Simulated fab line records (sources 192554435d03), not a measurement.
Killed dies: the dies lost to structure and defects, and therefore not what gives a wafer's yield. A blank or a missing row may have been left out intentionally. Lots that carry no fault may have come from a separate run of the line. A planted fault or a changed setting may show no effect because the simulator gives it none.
Which tool was responsible? / flow n5 finfet / 10 lots, 28 wafers sampled, at 4 steps of a route of 1938

## WHAT THE GAUGES READ, wafer by wafer
No reading from a measuring or inspecting step in the record can be judged against a usual standard deviation.

## TOOL THAT RAN EACH LOT (tool first, then ch and the chambers of the sampled wafers, then the start)
lot=L577; N5_BEOL_M15_EXPOSE_25=krf scanner-01 ch 0, day 11 10:22; N5_BEOL_M15_DESCUM_33=rie diel-01 ch 0,1, day 11 10:41; N5_BEOL_M15_ETCH_61=rie diel-01 ch 0,1, day 11 10:44; N5_BEOL_M15_STRIP_36=rie diel-03 ch 0,1, day 11 12:08
lot=L579; N5_BEOL_M15_EXPOSE_25=krf scanner-02 ch 0, day 12 21:52; N5_BEOL_M15_DESCUM_33=rie diel-02 ch 3, day 12 22:07; N5_BEOL_M15_ETCH_61=rie diel-02 ch 3, day 12 22:10; N5_BEOL_M15_STRIP_36=rie diel-01 ch 1,2, day 12 22:49
lot=L583; N5_BEOL_M15_EXPOSE_25=krf scanner-01 ch 0, day 13 17:53; N5_BEOL_M15_DESCUM_33=rie diel-01 ch 0,1,2, day 13 18:21; N5_BEOL_M15_ETCH_61=rie diel-01 ch 0,1,2, day 13 18:23; N5_BEOL_M15_STRIP_36=rie diel-02 ch 0,1,2, day 13 18:48
lot=L584; N5_BEOL_M15_EXPOSE_25=krf scanner-01 ch 0, day 14 03:29; N5_BEOL_M15_DESCUM_33=rie diel-03 ch 1,2, day 14 03:44; N5_BEOL_M15_ETCH_61=rie diel-03 ch 1,2, day 14 03:46; N5_BEOL_M15_STRIP_36=rie diel-01 ch 0,3, day 14 04:57
lot=L587; N5_BEOL_M15_EXPOSE_25=krf scanner-01 ch 0, day 14 12:29; N5_BEOL_M15_DESCUM_33=rie diel-03 ch 0,1,3, day 14 12:46; N5_BEOL_M15_ETCH_61=rie diel-03 ch 0,1,3, day 14 12:48; N5_BEOL_M15_STRIP_36=rie diel-03 ch 0,1,3, day 14 16:42
lot=L588; N5_BEOL_M15_EXPOSE_25=krf scanner-02 ch 0, day 14 19:13; N5_BEOL_M15_DESCUM_33=rie diel-01 ch 0,1,3, day 14 19:28; N5_BEOL_M15_ETCH_61=rie diel-01 ch 0,1,3, day 14 19:30; N5_BEOL_M15_STRIP_36=rie diel-01 ch 0,1, day 14 20:31
lot=L590; N5_BEOL_M15_EXPOSE_25=krf scanner-02 ch 0, day 14 23:20; N5_BEOL_M15_DESCUM_33=rie diel-01 ch 0,3, day 14 23:34; N5_BEOL_M15_ETCH_61=rie diel-01 ch 0,3, day 14 23:37; N5_BEOL_M15_STRIP_36=rie diel-02 ch 0,1,2, day 15 00:39
lot=L592; N5_BEOL_M15_EXPOSE_25=krf scanner-02 ch 0, day 15 10:08; N5_BEOL_M15_DESCUM_33=rie diel-02 ch 0,2, day 15 10:29; N5_BEOL_M15_ETCH_61=rie diel-02 ch 0,2, day 15 10:31; N5_BEOL_M15_STRIP_36=rie diel-03 ch 0,1,2, day 15 10:52
lot=L596; N5_BEOL_M15_EXPOSE_25=krf scanner-02 ch 0, day 16 13:57; N5_BEOL_M15_DESCUM_33=rie diel-02 ch 0,3, day 16 14:30; N5_BEOL_M15_ETCH_61=rie diel-02 ch 0,3, day 16 14:32; N5_BEOL_M15_STRIP_36=rie diel-03 ch 0,1,3, day 16 17:20
lot=L598; N5_BEOL_M15_EXPOSE_25=krf scanner-02 ch 0, day 17 00:37; N5_BEOL_M15_DESCUM_33=rie diel-03 ch 1,2, day 17 01:01; N5_BEOL_M15_ETCH_61=rie diel-03 ch 1,2, day 17 01:04; N5_BEOL_M15_STRIP_36=rie diel-03 ch 1,2, day 17 01:44
- N5_BEOL_M15_EXPOSE_25: exposes mask M15, target cd 400 nm.
- N5_BEOL_M15_DESCUM_33: chemistry O2, time 7.9 s.
- N5_BEOL_M15_ETCH_61: etches BARC in N2/H2, target depth 89 nm, overetch 26.7 nm, time 67.9 s.
- N5_BEOL_M15_STRIP_36: strips in O2.

## AS READ BY THE TOOLS THEMSELVES (means over the sampled wafers that have a number; for cases with no such wafer, the mark the record gives instead)
N5_BEOL_M15_EXPOSE_25. Usual: exposure dose mJ cm2 35.47, standard deviation 0.042; focus offset nm 0.1 nm, standard deviation 0.49.
lot=L577; tool=krf scanner-01; exposure dose mJ cm2=35.46; focus offset nm (nm)=0.3; flag=
lot=L579; tool=krf scanner-02; exposure dose mJ cm2=35.51; focus offset nm (nm)=0.0; flag=
lot=L583; tool=krf scanner-01; exposure dose mJ cm2=35.47; focus offset nm (nm)=0.6; flag=
lot=L584; tool=krf scanner-01; exposure dose mJ cm2=34.79; focus offset nm (nm)=0.3; flag=OFF
lot=L587; tool=krf scanner-01; exposure dose mJ cm2=34.86; focus offset nm (nm)=-0.2; flag=OFF
lot=L588; tool=krf scanner-02; exposure dose mJ cm2=35.46; focus offset nm (nm)=-0.6; flag=
lot=L590; tool=krf scanner-02; exposure dose mJ cm2=35.47; focus offset nm (nm)=0.4; flag=
lot=L592; tool=krf scanner-02; exposure dose mJ cm2=35.47; focus offset nm (nm)=0.6; flag=
lot=L596; tool=krf scanner-02; exposure dose mJ cm2=35.51; focus offset nm (nm)=0.0; flag=
lot=L598; tool=krf scanner-02; exposure dose mJ cm2=35.49; focus offset nm (nm)=0.1; flag=

N5_BEOL_M15_DESCUM_33. Usual: drypump motor current A 5.8 A, standard deviation 0.43; oes product au 0.78 a.u., standard deviation 0.094; rf vpp V 243.2 V, standard deviation 1.3; showerhead plenum p Torr 2.11 Torr, standard deviation 0.062; temp c 40.01 C, standard deviation 0.12; throttle valve pct 20.5 %, standard deviation 0.31.
lot=L577; tool=rie diel-01; drypump motor current A (A)=5.3; oes product au (a.u.)=0.78; rf vpp V (V)=243.9; showerhead plenum p Torr (Torr)=2.15; temp c (C)=39.98; throttle valve pct (%)=20.5; flag=
lot=L579; tool=rie diel-02; drypump motor current A (A)=5.8; oes product au (a.u.)=0.68; rf vpp V (V)=243.0; showerhead plenum p Torr (Torr)=2.07; temp c (C)=39.90; throttle valve pct (%)=21.1; flag=
lot=L583; tool=rie diel-01; drypump motor current A (A)=5.4; oes product au (a.u.)=0.79; rf vpp V (V)=242.7; showerhead plenum p Torr (Torr)=2.12; temp c (C)=39.97; throttle valve pct (%)=20.5; flag=
lot=L584; tool=rie diel-03; drypump motor current A (A)=5.9; oes product au (a.u.)=0.70; rf vpp V (V)=242.6; showerhead plenum p Torr (Torr)=2.08; temp c (C)=39.95; throttle valve pct (%)=20.8; flag=
lot=L587; tool=rie diel-03; drypump motor current A (A)=6.1; oes product au (a.u.)=0.75; rf vpp V (V)=244.5; showerhead plenum p Torr (Torr)=2.16; temp c (C)=40.05; throttle valve pct (%)=20.5; flag=
lot=L588; tool=rie diel-01; drypump motor current A (A)=5.7; oes product au (a.u.)=0.83; rf vpp V (V)=242.1; showerhead plenum p Torr (Torr)=2.09; temp c (C)=40.07; throttle valve pct (%)=20.2; flag=
lot=L590; tool=rie diel-01; drypump motor current A (A)=5.9; oes product au (a.u.)=0.86; rf vpp V (V)=242.5; showerhead plenum p Torr (Torr)=2.07; temp c (C)=40.03; throttle valve pct (%)=20.1; flag=
lot=L592; tool=rie diel-02; drypump motor current A (A)=5.9; oes product au (a.u.)=0.81; rf vpp V (V)=244.2; showerhead plenum p Torr (Torr)=2.16; temp c (C)=40.10; throttle valve pct (%)=20.4; flag=
lot=L596; tool=rie diel-02; drypump motor current A (A)=5.9; oes product au (a.u.)=0.89; rf vpp V (V)=242.8; showerhead plenum p Torr (Torr)=2.12; temp c (C)=40.08; throttle valve pct (%)=20.4; flag=
lot=L598; tool=rie diel-03; drypump motor current A (A)=6.1; oes product au (a.u.)=0.69; rf vpp V (V)=242.2; showerhead plenum p Torr (Torr)=2.07; temp c (C)=39.91; throttle valve pct (%)=20.8; flag=

N5_BEOL_M15_ETCH_61. Usual: drypump motor current A 5.8 A, standard deviation 0.43; oes product au 0.67 a.u., standard deviation 0.079; rf vpp V 524.2 V, standard deviation 2; showerhead plenum p Torr 2.55 Torr, standard deviation 0.073; throttle valve pct 17.9 %, standard deviation 0.33.
lot=L577; tool=rie diel-01; drypump motor current A (A)=5.3; oes product au (a.u.)=0.67; rf vpp V (V)=523.8; showerhead plenum p Torr (Torr)=2.59; throttle valve pct (%)=17.8; flag=
lot=L579; tool=rie diel-02; drypump motor current A (A)=5.8; oes product au (a.u.)=0.57; rf vpp V (V)=522.0; showerhead plenum p Torr (Torr)=2.49; throttle valve pct (%)=18.5; flag=
lot=L583; tool=rie diel-01; drypump motor current A (A)=5.4; oes product au (a.u.)=0.68; rf vpp V (V)=524.4; showerhead plenum p Torr (Torr)=2.56; throttle valve pct (%)=18.0; flag=
lot=L584; tool=rie diel-03; drypump motor current A (A)=5.9; oes product au (a.u.)=0.60; rf vpp V (V)=522.7; showerhead plenum p Torr (Torr)=2.51; throttle valve pct (%)=18.1; flag=
lot=L587; tool=rie diel-03; drypump motor current A (A)=6.1; oes product au (a.u.)=0.65; rf vpp V (V)=524.6; showerhead plenum p Torr (Torr)=2.59; throttle valve pct (%)=17.9; flag=
lot=L588; tool=rie diel-01; drypump motor current A (A)=5.7; oes product au (a.u.)=0.71; rf vpp V (V)=523.7; showerhead plenum p Torr (Torr)=2.53; throttle valve pct (%)=17.6; flag=
lot=L590; tool=rie diel-01; drypump motor current A (A)=5.9; oes product au (a.u.)=0.73; rf vpp V (V)=524.9; showerhead plenum p Torr (Torr)=2.53; throttle valve pct (%)=17.6; flag=
lot=L592; tool=rie diel-02; drypump motor current A (A)=6.0; oes product au (a.u.)=0.69; rf vpp V (V)=526.1; showerhead plenum p Torr (Torr)=2.61; throttle valve pct (%)=18.0; flag=
lot=L596; tool=rie diel-02; drypump motor current A (A)=5.8; oes product au (a.u.)=0.74; rf vpp V (V)=524.4; showerhead plenum p Torr (Torr)=2.56; throttle valve pct (%)=17.9; flag=
lot=L598; tool=rie diel-03; drypump motor current A (A)=6.1; oes product au (a.u.)=0.59; rf vpp V (V)=522.9; showerhead plenum p Torr (Torr)=2.50; throttle valve pct (%)=18.0; flag=

N5_BEOL_M15_STRIP_36. Usual: drypump motor current A 5.9 A, standard deviation 0.37; oes product au 0.78 a.u., standard deviation 0.096; rf vpp V 3.6 V, standard deviation 0.91; showerhead plenum p Torr 2.12 Torr, standard deviation 0.059; temp c 60.00 C, standard deviation 0.12; throttle valve pct 16.77 %, standard deviation 0.27.
lot=L577; tool=rie diel-03; drypump motor current A (A)=6.0; oes product au (a.u.)=0.73; rf vpp V (V)=3.7; showerhead plenum p Torr (Torr)=2.15; temp c (C)=60.01; throttle valve pct (%)=16.77; flag=
lot=L579; tool=rie diel-01; drypump motor current A (A)=5.6; oes product au (a.u.)=0.83; rf vpp V (V)=3.6; showerhead plenum p Torr (Torr)=2.09; temp c (C)=60.03; throttle valve pct (%)=16.64; flag=
lot=L583; tool=rie diel-02; drypump motor current A (A)=5.9; oes product au (a.u.)=0.77; rf vpp V (V)=3.2; showerhead plenum p Torr (Torr)=2.12; temp c (C)=59.99; throttle valve pct (%)=16.85; flag=
lot=L584; tool=rie diel-01; drypump motor current A (A)=5.9; oes product au (a.u.)=0.88; rf vpp V (V)=3.3; showerhead plenum p Torr (Torr)=2.08; temp c (C)=59.88; throttle valve pct (%)=16.39; flag=
lot=L587; tool=rie diel-03; drypump motor current A (A)=6.1; oes product au (a.u.)=0.75; rf vpp V (V)=2.8; showerhead plenum p Torr (Torr)=2.16; temp c (C)=60.00; throttle valve pct (%)=16.79; flag=
lot=L588; tool=rie diel-01; drypump motor current A (A)=5.5; oes product au (a.u.)=0.80; rf vpp V (V)=3.3; showerhead plenum p Torr (Torr)=2.11; temp c (C)=60.00; throttle valve pct (%)=16.56; flag=
lot=L590; tool=rie diel-02; drypump motor current A (A)=5.9; oes product au (a.u.)=0.75; rf vpp V (V)=3.5; showerhead plenum p Torr (Torr)=2.11; temp c (C)=60.02; throttle valve pct (%)=16.89; flag=
lot=L592; tool=rie diel-03; drypump motor current A (A)=6.1; oes product au (a.u.)=0.71; rf vpp V (V)=3.5; showerhead plenum p Torr (Torr)=2.11; temp c (C)=59.94; throttle valve pct (%)=16.85; flag=
lot=L596; tool=rie diel-03; drypump motor current A (A)=6.1; oes product au (a.u.)=0.74; rf vpp V (V)=3.4; showerhead plenum p Torr (Torr)=2.15; temp c (C)=60.02; throttle valve pct (%)=16.82; flag=
lot=L598; tool=rie diel-03; drypump motor current A (A)=6.1; oes product au (a.u.)=0.68; rf vpp V (V)=3.0; showerhead plenum p Torr (Torr)=2.08; temp c (C)=60.19; throttle valve pct (%)=16.98; flag=

## THE ANSWER, worked out from the rows above alone
Rule: a lot is off if the mean of its wafers that have a number lies more than 3 standard deviations from the usual mean. A lot without any number at a reading at which 4 lots or more have one is off too. Where the step has rows for the other lots, those lots are counted as sound. Order of review: gauges by route order, followed by the tools' own readings, for which a lot's mean as printed above is used. The first step at which some lot is off is used, and at that step the reading that is off furthest; a lot without a number counts as furthest.
Off: L584, L587, at N5_BEOL_M15_EXPOSE_25 (exposure dose mJ cm2).
A tool fits if, at that step or a process step before it, it ran every lot that is off, and no sound lot after the first of them. One fits: N5_BEOL_M15_EXPOSE_25 on krf scanner-01. A fault onset in the window from L583 (day 13 17:53, its last sound lot) to L584 (day 14 03:29, its first lot off) fits.
On the lots that are off, the tool's own readings at N5_BEOL_M15_EXPOSE_25 differ by more than 5 times the standard deviation of the sound lots' means, which bears it out; exposure dose mJ cm2 reads 34.83 there versus 35.48 on the sound lots.

## WHAT THE SIMULATOR PUT IN
Process parameters drifting: krf scanner-01 at N5_BEOL_M15_EXPOSE_25, beginning at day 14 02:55. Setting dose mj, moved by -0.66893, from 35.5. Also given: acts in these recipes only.
Shown lots that were struck: L584, L587. The rule above found the same.
